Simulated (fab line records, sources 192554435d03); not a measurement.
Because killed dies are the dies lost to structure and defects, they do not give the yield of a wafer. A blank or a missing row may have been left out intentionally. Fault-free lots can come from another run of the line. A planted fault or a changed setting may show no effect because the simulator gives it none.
fab line records || flow n5-finfet
record {"lots": 4, "wafers": 12, "last-day": 18}
route steps=1938 shown BEOL_M0@746 BEOL_M1@751 BEOL_M4@1111 PASSIVATION@1936
lots with no fault: from the same line, run without faults
start-h: hours from the record's opening day to when the first of the lot's shown wafers began || wait-h: time in hours since the lot's previous step || " as in the row above || L1.1+2: a single row standing in for several wafers || - no value, or no start given || * or withheld: withheld || < > ~ a bound
route shown NAME@n: names a module that has steps shown in the file, with the first one's number in the route || usual: mean and standard deviation over wafers with no fault || same: alike in all rows || chamber/n: place in a boat || sites: the reading at each site || _std_site: the standard deviation of these || _edge_site: outer sites' mean less inner sites' || radius-mm: how far each site lies from the wafer's centre || mask NAME#n: copy n || behind: the tool/chamber that last shaped the wafer || hold: cause of the lot's hold/its duration in hours/its outcome || device: names the non-switching transistor (n, p or np) || end of line: at the end of the route, the tests of the same wafers || for a step that has no rows: nothing shown but its recipe || killed: dies lost to structure and defects at the first sort, not the wafer's yield || map: per-die view of a wafer (x killed, . not killed, _ where there is no die)
set.NAME: the setting the step ran with; set.NAME@STEP: the setting that earlier step ran with || model.NAME: the simulator's own value behind a step, which no gauge read
lots at some steps of the route; a table a step, a row a wafer
services: the hour from which a tool's chamber was out of use, counted from the record's first day as start-h (under 0 if before that day), plus the number of hours and why
## steps
# step N5_BEOL_M0_CO_CAP_123
# recipe {"material": "Co", "target-thk-a": 20, "temp-c": 200, "precursor": "CCTBA/H2", "pressure-torr": 30, "time-s": 102.1}
# step N5_BEOL_M0_PRE_CLEAN_124
# recipe {"gas": "NH3", "time-s": 15, "temp-c": "withheld", "rf-power-w": 300}
# step N5_BEOL_M0_DEP_125
# recipe {"material": "SiCN", "target-thk-a": 80, "temp-c": "withheld", "precursor": "3MS/NH3", "pressure-torr": 3, "rf-w": 202, "time-s": 14}
# step N5_BEOL_M1_ILD_DEP_00
# recipe {"material": "SiOC", "target-thk-a": 790, "temp-c": 350, "precursor": "DEMS/O2", "pressure-torr": 5, "rf-w": 500, "time-s": 15.3}
# step N5_BEOL_M1_PECVD_72
# recipe {"material": "SiO2", "target-thk-a": 160, "temp-c": 400, "precursor": "TEOS/O2", "pressure-torr": 5.5, "rf-w": 450, "teos-flow-sccm": 53.8, "gas": "O2", "flow-sccm": 3000, "time-s": 18}
# step N5_BEOL_M1_HM_DEP_02
# recipe {"material": "TiN", "target-thk-a": 200, "temp-c": 25, "chamber-pressure-pa": 0.49996}
# step N5_BEOL_M1_COAT_61
# recipe {"resist": "SOC", "temp-c": 250, "time-s": 60, "spin-rpm": 1500, "resist-thk-nm": 60}
# step N5_BEOL_M1_COAT_62
# recipe {"resist": "SiARC", "temp-c": 220, "time-s": 60, "spin-rpm": 1500, "resist-thk-nm": 12}
# step N5_BEOL_M1_COAT_73
# recipe {"resist": "underlayer", "temp-c": 205, "time-s": 60, "spin-rpm": 1500, "resist-thk-nm": 5}
# step N5_BEOL_M1_COAT_05
# recipe {"resist": "CAR-EUV", "spin-rpm": 1500, "resist-thk-nm": 30}
# usual {"spin-speed-rpm": "1500.1/1.2"}
{"lot.wafer": "L231.2", "tool": "litho-track-01", "chamber": 0, "start-h": 152.93, "wait-h": "-", "spin-speed-rpm": 1501.5, "model.CAR-EUV_of_BEOL_M1_COAT_05.thk-nm": 30}
{"lot.wafer": "L231.4", "tool": "litho-track-01", "chamber": 0, "start-h": 152.93, "wait-h": "-", "spin-speed-rpm": 1501.2, "model.CAR-EUV_of_BEOL_M1_COAT_05.thk-nm": 30}
{"lot.wafer": "L231.5", "tool": "litho-track-01", "chamber": 0, "start-h": 152.93, "wait-h": "-", "spin-speed-rpm": 1500.6, "model.CAR-EUV_of_BEOL_M1_COAT_05.thk-nm": 30.2}
{"lot.wafer": "L238.1", "tool": "litho-track-01", "chamber": 0, "start-h": 203.56, "wait-h": "-", "spin-speed-rpm": 1734.7, "model.CAR-EUV_of_BEOL_M1_COAT_05.thk-nm": 27.8}
{"lot.wafer": "L238.3", "tool": "litho-track-01", "chamber": 0, "start-h": 203.56, "wait-h": "-", "spin-speed-rpm": 1735.6, "model.CAR-EUV_of_BEOL_M1_COAT_05.thk-nm": 27.8}
{"lot.wafer": "L238.4", "tool": "litho-track-01", "chamber": 0, "start-h": 203.56, "wait-h": "-", "spin-speed-rpm": 1735.0, "model.CAR-EUV_of_BEOL_M1_COAT_05.thk-nm": 27.8}
{"lot.wafer": "L239.2", "tool": "litho-track-01", "chamber": 0, "start-h": 203.94, "wait-h": "-", "spin-speed-rpm": 1735.4, "model.CAR-EUV_of_BEOL_M1_COAT_05.thk-nm": 27.8}
{"lot.wafer": "L239.4", "tool": "litho-track-01", "chamber": 0, "start-h": 203.94, "wait-h": "-", "spin-speed-rpm": 1735.7, "model.CAR-EUV_of_BEOL_M1_COAT_05.thk-nm": 27.8}
{"lot.wafer": "L239.6", "tool": "litho-track-01", "chamber": 0, "start-h": 203.94, "wait-h": "-", "spin-speed-rpm": 1733.8, "model.CAR-EUV_of_BEOL_M1_COAT_05.thk-nm": 27.8}
{"lot.wafer": "L247.2", "tool": "litho-track-05", "chamber": 0, "start-h": 252.92, "wait-h": "-", "spin-speed-rpm": 1498.7, "model.CAR-EUV_of_BEOL_M1_COAT_05.thk-nm": 30}
{"lot.wafer": "L247.3", "tool": "litho-track-05", "chamber": 0, "start-h": 252.92, "wait-h": "-", "spin-speed-rpm": 1499.6, "model.CAR-EUV_of_BEOL_M1_COAT_05.thk-nm": 30}
{"lot.wafer": "L247.4", "tool": "litho-track-05", "chamber": 0, "start-h": 252.92, "wait-h": "-", "spin-speed-rpm": 1500.2, "model.CAR-EUV_of_BEOL_M1_COAT_05.thk-nm": 30}
# step N5_BEOL_M1_EBR_07
# recipe {"solvent": "PGMEA", "ebr-width-mm": 1.5}
# step N5_BEOL_M1_SOFTBAKE_06
# recipe {"temp-c": 110, "time-s": 60, "resist": "CAR-EUV"}
# step N5_BEOL_M1_EXPOSE_08
# recipe {"mask-id": "M1", "na": 0.33, "source-shape": "dipole", "sigma-inner": 0.369, "sigma-outer": 0.767, "polarization": "unpolarized", "dose-mj": 33}
# step N5_BEOL_M1_PEB_09
# recipe {"peb-temp-c": 100, "peb-time-s": 60, "resist": "CAR-EUV"}
# step N5_BEOL_M1_DEVELOP_10
# recipe {"develop-time-s": 30, "developer": "TMAH", "resist": "CAR-EUV", "rinse-liquid": "surfactant-rinse", "dry": "air-spin", "dev-temp-c": 23}
# step N5_BEOL_M1_DESCUM_16
# recipe {"chemistry": "O2", "time-s": 7, "source-power-w": 50, "bias-power-w": 20, "pressure-mtorr": 20, "rf-frequency-hz": 2.712e+07, "temp-c": 40, "resist": "CAR-EUV", "o2-flow-sccm": 225}
# step N5_BEOL_M1_ETCH_74
# recipe {"chemistry": "N2/H2", "target": "underlayer", "target-depth-a": 65, "mask-material": "CAR-EUV", "time-s": 5.2, "ion-energy-ev": 200, "pressure-mtorr": 30, "source-w": 840, "bias-w": 150, "n2-flow-sccm": 200, "h2-flow-sccm": 200, "ends": "cleared"}
# step N5_BEOL_M1_ETCH_63
# recipe {"chemistry": "CF4", "target": "SiARC", "target-depth-a": 156, "mask-material": "CAR-EUV", "time-s": 26, "ion-energy-ev": 80, "pressure-mtorr": 40, "source-w": 545, "bias-w": 36, "Ar_flow_sccm": 100, "cf4-flow-sccm": 100, "ends": "cleared"}
# usual {"chamber-pressure-mTorr": "40.00/0.037", "drypump-motor-current-A": "5.4/0.42", "etch-rf-on-time-s": "26.4/0.76", "oes-product-au": "0.69/0.075", "rf-vpp-V": "184.1/1.1", "showerhead-plenum-p-Torr": "2.13/0.055", "throttle-valve-pct": "15.63/0.25"}
{"lot.wafer": "L231.2", "tool": "rie-diel-05", "chamber": 0, "start-h": 153.36, "wait-h": 0.0, "chamber-pressure-mTorr": 40.00, "drypump-motor-current-A": 5.2, "etch-rf-on-time-s": 26.2, "oes-product-au": 0.66, "rf-hours-counter-h": 116, "rf-vpp-V": 183.4, "showerhead-plenum-p-Torr": 2.07, "throttle-valve-pct": 15.75, "model.CAR-EUV_of_BEOL_M1_COAT_05.thk-nm": 11.2}
{"lot.wafer": "L231.4", "tool": "rie-diel-05", "chamber": 2, "start-h": 153.36, "wait-h": 0.0, "chamber-pressure-mTorr": 39.99, "drypump-motor-current-A": 5.8, "etch-rf-on-time-s": 25.4, "oes-product-au": 0.73, "rf-hours-counter-h": 55, "rf-vpp-V": 184.6, "showerhead-plenum-p-Torr": 2.15, "throttle-valve-pct": 15.41, "model.CAR-EUV_of_BEOL_M1_COAT_05.thk-nm": 11}
{"lot.wafer": "L231.5", "tool": "rie-diel-05", "chamber": 3, "start-h": 153.36, "wait-h": 0.0, "chamber-pressure-mTorr": 40.04, "drypump-motor-current-A": 5.6, "etch-rf-on-time-s": 26.4, "oes-product-au": 0.58, "rf-hours-counter-h": "-", "rf-vpp-V": 186.3, "showerhead-plenum-p-Torr": 2.22, "throttle-valve-pct": 15.78, "model.CAR-EUV_of_BEOL_M1_COAT_05.thk-nm": 11.2}
{"lot.wafer": "L238.1", "tool": "rie-diel-06", "chamber": 1, "start-h": 204.11, "wait-h": 0.0, "chamber-pressure-mTorr": 40.00, "drypump-motor-current-A": 6.3, "etch-rf-on-time-s": 26.7, "oes-product-au": 0.73, "rf-hours-counter-h": 32, "rf-vpp-V": 186.2, "showerhead-plenum-p-Torr": 2.26, "throttle-valve-pct": 15.46, "model.CAR-EUV_of_BEOL_M1_COAT_05.thk-nm": 9}
{"lot.wafer": "L238.3", "tool": "rie-diel-06", "chamber": 3, "start-h": 204.11, "wait-h": 0.0, "chamber-pressure-mTorr": 40.00, "drypump-motor-current-A": 4.8, "etch-rf-on-time-s": 26.6, "oes-product-au": 0.74, "rf-hours-counter-h": 42, "rf-vpp-V": 184.1, "showerhead-plenum-p-Torr": 2.08, "throttle-valve-pct": 15.20, "model.CAR-EUV_of_BEOL_M1_COAT_05.thk-nm": 9}
{"lot.wafer": "L238.4", "tool": "rie-diel-06", "chamber": 2, "start-h": 204.11, "wait-h": 0.0, "chamber-pressure-mTorr": 40.01, "drypump-motor-current-A": 5.6, "etch-rf-on-time-s": 26.8, "oes-product-au": 0.65, "rf-hours-counter-h": 131, "rf-vpp-V": 181.7, "showerhead-plenum-p-Torr": 2.08, "throttle-valve-pct": 15.95, "model.CAR-EUV_of_BEOL_M1_COAT_05.thk-nm": 9.2}
{"lot.wafer": "L239.2", "tool": "rie-diel-04", "chamber": 0, "start-h": 204.49, "wait-h": 0.0, "chamber-pressure-mTorr": 39.91, "drypump-motor-current-A": 5.6, "etch-rf-on-time-s": 26.3, "oes-product-au": 0.76, "rf-hours-counter-h": 24, "rf-vpp-V": 182.8, "showerhead-plenum-p-Torr": 2.09, "throttle-valve-pct": 15.67, "model.CAR-EUV_of_BEOL_M1_COAT_05.thk-nm": 9}
{"lot.wafer": "L239.4", "tool": "rie-diel-04", "chamber": 3, "start-h": 204.49, "wait-h": 0.0, "chamber-pressure-mTorr": 39.95, "drypump-motor-current-A": 4.8, "etch-rf-on-time-s": 25.3, "oes-product-au": 0.82, "rf-hours-counter-h": 9, "rf-vpp-V": 183.4, "showerhead-plenum-p-Torr": 2.12, "throttle-valve-pct": 15.23, "model.CAR-EUV_of_BEOL_M1_COAT_05.thk-nm": 9}
{"lot.wafer": "L239.6", "tool": "rie-diel-04", "chamber": 3, "start-h": 204.49, "wait-h": 0.0, "chamber-pressure-mTorr": 39.97, "drypump-motor-current-A": 4.8, "etch-rf-on-time-s": 25.1, "oes-product-au": 0.82, "rf-hours-counter-h": "-", "rf-vpp-V": 184.5, "showerhead-plenum-p-Torr": 2.12, "throttle-valve-pct": 15.24, "model.CAR-EUV_of_BEOL_M1_COAT_05.thk-nm": 8.8}
{"lot.wafer": "L247.2", "tool": "rie-diel-06", "chamber": 2, "start-h": 253.48, "wait-h": 0.0, "chamber-pressure-mTorr": 40.03, "drypump-motor-current-A": 5.6, "etch-rf-on-time-s": 27.3, "oes-product-au": 0.64, "rf-hours-counter-h": 147, "rf-vpp-V": 184.0, "showerhead-plenum-p-Torr": 2.08, "throttle-valve-pct": 16.00, "model.CAR-EUV_of_BEOL_M1_COAT_05.thk-nm": 11.4}
{"lot.wafer": "L247.3", "tool": "rie-diel-06", "chamber": 1, "start-h": 253.48, "wait-h": 0.0, "chamber-pressure-mTorr": 39.97, "drypump-motor-current-A": 6.3, "etch-rf-on-time-s": 27.1, "oes-product-au": 0.71, "rf-hours-counter-h": 50, "rf-vpp-V": 184.8, "showerhead-plenum-p-Torr": 2.26, "throttle-valve-pct": 15.49, "model.CAR-EUV_of_BEOL_M1_COAT_05.thk-nm": 11.2}
{"lot.wafer": "L247.4", "tool": "rie-diel-06", "chamber": 0, "start-h": 253.48, "wait-h": 0.0, "chamber-pressure-mTorr": 39.91, "drypump-motor-current-A": 5.0, "etch-rf-on-time-s": 27.0, "oes-product-au": 0.57, "rf-hours-counter-h": 247, "rf-vpp-V": 182.9, "showerhead-plenum-p-Torr": 2.10, "throttle-valve-pct": 16.01, "model.CAR-EUV_of_BEOL_M1_COAT_05.thk-nm": 11.2}
# step N5_BEOL_M1_ETCH_64
# recipe {"chemistry": "N2/H2", "target": "SOC", "target-depth-a": 750, "overetch-a": 150, "mask-material": "SiARC", "temp-c": 40, "time-s": 112.5, "ion-energy-ev": 200, "pressure-mtorr": 30, "source-w": 840, "bias-w": 150, "n2-flow-sccm": 200, "h2-flow-sccm": 200}
# step N5_BEOL_M4_RC_MEAS_101
# usual {"DIBL_N": "36.6/2.3", "DIBL_P": "36.3/2.8", "IOFF_N": "0.17/0.047", "IOFF_P": "0.22/0.048", "ION_N": "676/14", "ION_P": "463/9.4", "SS_N": "71.6/0.84", "SS_P": "73.4/0.85", "VT_N": "249/3.7", "VT_P": "-249/3.6"}
{"lot.wafer": "L231.2", "tool": "prober-02", "chamber": 0, "start-h": 204.50, "wait-h": 0.2, "DIBL_N[mV/V]": 36.7, "DIBL_P[mV/V]": 36.2, "IOFF_N[nA/um]": 0.14, "IOFF_P[nA/um]": 0.18, "ION_N[uA/um]": 662, "ION_P[uA/um]": 454, "SS_N[mV/dec]": 72.0, "SS_P[mV/dec]": 73.0, "VT_N[mV]": 252, "VT_P[mV]": -253}
{"lot.wafer": "L231.4", "tool": "prober-02", "chamber": 0, "start-h": 204.50, "wait-h": 0.2, "DIBL_N[mV/V]": 39.9, "DIBL_P[mV/V]": 40.5, "IOFF_N[nA/um]": 0.21, "IOFF_P[nA/um]": 0.25, "ION_N[uA/um]": 681, "ION_P[uA/um]": 459, "SS_N[mV/dec]": 72.5, "SS_P[mV/dec]": 74.6, "VT_N[mV]": 245, "VT_P[mV]": -251}
{"lot.wafer": "L231.5", "tool": "prober-02", "chamber": 0, "start-h": 204.50, "wait-h": 0.2, "DIBL_N[mV/V]": 35.4, "DIBL_P[mV/V]": 34.4, "IOFF_N[nA/um]": 0.12, "IOFF_P[nA/um]": 0.16, "ION_N[uA/um]": 670, "ION_P[uA/um]": 461, "SS_N[mV/dec]": 71.5, "SS_P[mV/dec]": 72.5, "VT_N[mV]": 254, "VT_P[mV]": -255}
{"lot.wafer": "L238.1", "tool": "prober-01", "chamber": 0, "start-h": 243.52, "wait-h": 0.0, "DIBL_N[mV/V]": 36.0, "DIBL_P[mV/V]": 35.1, "IOFF_N[nA/um]": 0.15, "IOFF_P[nA/um]": 0.20, "ION_N[uA/um]": 676, "ION_P[uA/um]": 462, "SS_N[mV/dec]": 71.3, "SS_P[mV/dec]": 73.4, "VT_N[mV]": 250, "VT_P[mV]": -252}
{"lot.wafer": "L238.3", "tool": "prober-01", "chamber": 0, "start-h": 243.52, "wait-h": 0.0, "DIBL_N[mV/V]": 41.3, "DIBL_P[mV/V]": 41.1, "IOFF_N[nA/um]": 0.26, "IOFF_P[nA/um]": 0.30, "ION_N[uA/um]": 685, "ION_P[uA/um]": 468, "SS_N[mV/dec]": 72.4, "SS_P[mV/dec]": 74.3, "VT_N[mV]": 244, "VT_P[mV]": -248}
{"lot.wafer": "L238.4", "tool": "prober-01", "chamber": 0, "start-h": 243.52, "wait-h": 0.0, "DIBL_N[mV/V]": 39.0, "DIBL_P[mV/V]": 39.0, "IOFF_N[nA/um]": 0.19, "IOFF_P[nA/um]": 0.26, "ION_N[uA/um]": 672, "ION_P[uA/um]": 463, "SS_N[mV/dec]": 71.7, "SS_P[mV/dec]": 74.2, "VT_N[mV]": 248, "VT_P[mV]": -247}
{"lot.wafer": "L239.2", "tool": "prober-02", "chamber": 0, "start-h": 245.93, "wait-h": 0.2, "DIBL_N[mV/V]": 35.8, "DIBL_P[mV/V]": 36.9, "IOFF_N[nA/um]": 0.15, "IOFF_P[nA/um]": 0.19, "ION_N[uA/um]": 660, "ION_P[uA/um]": 454, "SS_N[mV/dec]": 71.5, "SS_P[mV/dec]": 72.7, "VT_N[mV]": 250, "VT_P[mV]": -253}
{"lot.wafer": "L239.4", "tool": "prober-02", "chamber": 0, "start-h": 245.93, "wait-h": 0.2, "DIBL_N[mV/V]": 37.9, "DIBL_P[mV/V]": 39.3, "IOFF_N[nA/um]": 0.18, "IOFF_P[nA/um]": 0.22, "ION_N[uA/um]": 682, "ION_P[uA/um]": 467, "SS_N[mV/dec]": 72.7, "SS_P[mV/dec]": 73.5, "VT_N[mV]": 248, "VT_P[mV]": -248}
{"lot.wafer": "L239.6", "tool": "prober-02", "chamber": 0, "start-h": 245.93, "wait-h": 0.2, "DIBL_N[mV/V]": 36.3, "DIBL_P[mV/V]": 37.8, "IOFF_N[nA/um]": 0.14, "IOFF_P[nA/um]": 0.21, "ION_N[uA/um]": 660, "ION_P[uA/um]": 455, "SS_N[mV/dec]": 71.0, "SS_P[mV/dec]": 73.5, "VT_N[mV]": 256, "VT_P[mV]": -251}
{"lot.wafer": "L247.2", "tool": "prober-01", "chamber": 0, "start-h": 309.97, "wait-h": 0.2, "DIBL_N[mV/V]": 39.6, "DIBL_P[mV/V]": 39.5, "IOFF_N[nA/um]": 0.21, "IOFF_P[nA/um]": 0.24, "ION_N[uA/um]": 679, "ION_P[uA/um]": 456, "SS_N[mV/dec]": 72.4, "SS_P[mV/dec]": 75.8, "VT_N[mV]": 249, "VT_P[mV]": -250}
{"lot.wafer": "L247.3", "tool": "prober-01", "chamber": 0, "start-h": 309.97, "wait-h": 0.2, "DIBL_N[mV/V]": 35.6, "DIBL_P[mV/V]": 33.8, "IOFF_N[nA/um]": 0.14, "IOFF_P[nA/um]": 0.17, "ION_N[uA/um]": 671, "ION_P[uA/um]": 456, "SS_N[mV/dec]": 71.0, "SS_P[mV/dec]": 74.0, "VT_N[mV]": 250, "VT_P[mV]": -251}
{"lot.wafer": "L247.4", "tool": "prober-01", "chamber": 0, "start-h": 309.97, "wait-h": 0.2, "DIBL_N[mV/V]": 39.6, "DIBL_P[mV/V]": 40.1, "IOFF_N[nA/um]": 0.22, "IOFF_P[nA/um]": 0.25, "ION_N[uA/um]": 686, "ION_P[uA/um]": 463, "SS_N[mV/dec]": 71.7, "SS_P[mV/dec]": 74.7, "VT_N[mV]": 244, "VT_P[mV]": -249}
# step N5_PASSIVATION_PROBE_49
# usual {"defect-limited-yield": "91.5/1.5", "killed_at_M0_to_M3": "33/9.9", "killed_at_M4_up": "14/5.2", "killed-at-contacts": "11/5.2", "killed-at-front-end": "38/10", "killed-at-other": "4/3.5", "killed-dies": "100/18", "killed-open": "66/14", "killed-short": "32/6.9", "sort_bin_5_function": "5.0/1", "sort_bin_6_memory": "3.1/0.69", "sort-n-pass": "1080/18", "sort-yield-pct": "91.5/1.5"}
# same {"gross-dies": 1180, "killed-at-back-side": 0, "sort_bin_4_leakage[%]": 0, "sort_bin_8_speed[%]": 0}
{"lot.wafer": "L238.1", "tool": "prober-02", "chamber": "-", "start-h": 351.64, "wait-h": 0.0, "defect-limited-yield[%]": 92.9, "killed_at_M0_to_M3": 34, "killed_at_M4_up": 19, "killed-at-contacts": 5, "killed-at-front-end": 25, "killed-at-other": 1, "killed-dies": 84, "killed-open": 50, "killed-short": 33, "sort_bin_5_function[%]": 4.9, "sort_bin_6_memory[%]": 2.0, "sort-n-pass": 1096, "sort-yield-pct[%]": 92.9}
{"lot.wafer": "L238.3", "tool": "prober-02", "chamber": "-", "start-h": 351.74, "wait-h": 0.1, "defect-limited-yield[%]": 91.7, "killed_at_M0_to_M3": 23, "killed_at_M4_up": 9, "killed-at-contacts": 9, "killed-at-front-end": 44, "killed-at-other": 13, "killed-dies": 98, "killed-open": 62, "killed-short": 23, "sort_bin_5_function[%]": 5.0, "sort_bin_6_memory[%]": 2.5, "sort-n-pass": 1082, "sort-yield-pct[%]": 91.7}
{"lot.wafer": "L238.4", "tool": "prober-02", "chamber": "-", "start-h": 351.79, "wait-h": 0.2, "defect-limited-yield[%]": 90.3, "killed_at_M0_to_M3": 52, "killed_at_M4_up": 17, "killed-at-contacts": 7, "killed-at-front-end": 34, "killed-at-other": 4, "killed-dies": 114, "killed-open": 75, "killed-short": 37, "sort_bin_5_function[%]": 6.3, "sort_bin_6_memory[%]": 3.4, "sort-n-pass": 1066, "sort-yield-pct[%]": 90.3}
# killed by level:class
L238.1 BEOL_M0_SAQP:geometric-particle:short=10 BEOL_M2:geometric-particle:open=9 BEOL_M4:geometric-particle:open=7 BEOL_M1:geometric-particle:open=7 FIN_SAQP:geometric-particle:short=6 MOL_CONTACT_COAG:geometric-particle:open=5 ILD0:geometric-particle:open=4 BEOL_M8:geometric-particle:open=4
L238.3 HKMG_FIN:area-etch=10 STI_FIN_REVEAL:geometric-particle:open=9 BEOL_M1:geometric-particle:open=7 MOL_CONTACT_COAG:geometric-particle:open=6 BEOL_M0_SAQP:geometric-particle:open=6 PASS1_CAP:geometric-particle:open=6 FIN_SAQP:geometric-particle:short=4 ILD0:geometric-particle:open=4
L238.4 BEOL_M3:geometric-particle:open=12 BEOL_M4:geometric-particle:open=11 BEOL_M0:geometric-particle:open=9 GATE_CUT:geometric-particle:short=8 BEOL_M1:geometric-particle:open=8 FIN_SAQP:geometric-particle:open=6 BEOL_M0_SAQP:geometric-particle:short=6 BEOL_M1:geometric-particle:short=6
## services
{"tool": "rie-diel-06", "chamber": 3, "start-h": 129.28, "hours": 3.8, "kind": "repair"}
{"tool": "rie-diel-04", "chamber": 2, "start-h": 140.35, "hours": 6.3, "kind": "repair"}
{"tool": "rie-diel-04", "chamber": 3, "start-h": 142.94, "hours": 15.3, "kind": "repair"}
{"tool": "rie-diel-06", "chamber": 3, "start-h": 153.13, "hours": 9.8, "kind": "repair"}
{"tool": "rie-diel-06", "chamber": 2, "start-h": 156.30, "hours": 7.3, "kind": "repair"}
{"tool": "rie-diel-04", "chamber": 3, "start-h": 158.35, "hours": "-", "kind": "clean"}
{"tool": "rie-diel-04", "chamber": 3, "start-h": 158.35, "hours": "-", "kind": "consumable-replace:focus-ring"}
{"tool": "rie-diel-04", "chamber": 3, "start-h": 158.35, "hours": 17.2, "kind": "scheduled-down"}
{"tool": "rie-diel-04", "chamber": 3, "start-h": 158.35, "hours": 17.2, "kind": "vent-cycle"}
{"tool": "rie-diel-05", "chamber": 3, "start-h": 159.35, "hours": 16.8, "kind": "repair"}
{"tool": "rie-diel-05", "chamber": 0, "start-h": 165.72, "hours": 3.0, "kind": "repair"}
{"tool": "rie-diel-05", "chamber": "-", "start-h": 199.23, "hours": 2.8, "kind": "pm"}
## key
first-sign {"step": "N5_BEOL_M1_COAT_05", "reading": "spin-speed-rpm", "direction": "up", "sigmas": "99+", "usual": "*", "struck": "*"}
effect none on later readings
model-effect {"step": "N5_BEOL_M1_COAT_05", "value": "CAR-EUV_of_BEOL_M1_COAT_05.thk-nm", "without": 29.97, "struck": 27.8}
model-effect {"step": "N5_BEOL_M1_ETCH_63", "value": "CAR-EUV_of_BEOL_M1_COAT_05.thk-nm", "without": 11.1, "struck": 9}
met-at N5_BEOL_M1_COAT_05
struck-wafers L238.1,L238.3,L238.4,L239.2,L239.4,L239.6
baseline-loss {"step": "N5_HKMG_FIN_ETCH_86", "wafers": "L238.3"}
onset-between 152.93 203.56
fault {"kind": "process-parameter-drift", "tool": "litho-track-01", "chamber": "-", "onset-h": 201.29, "steps": "N5_BEOL_M1_COAT_05", "channel": "spin-rpm", "offset": "*", "shape": "step", "end-h": 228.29, "acts-in": "*", "stated": "*"}
# baseline-loss: these wafers lose ten dies or more at that step, a loss of the line's own and not of a fault; the sort's usual values leave them out
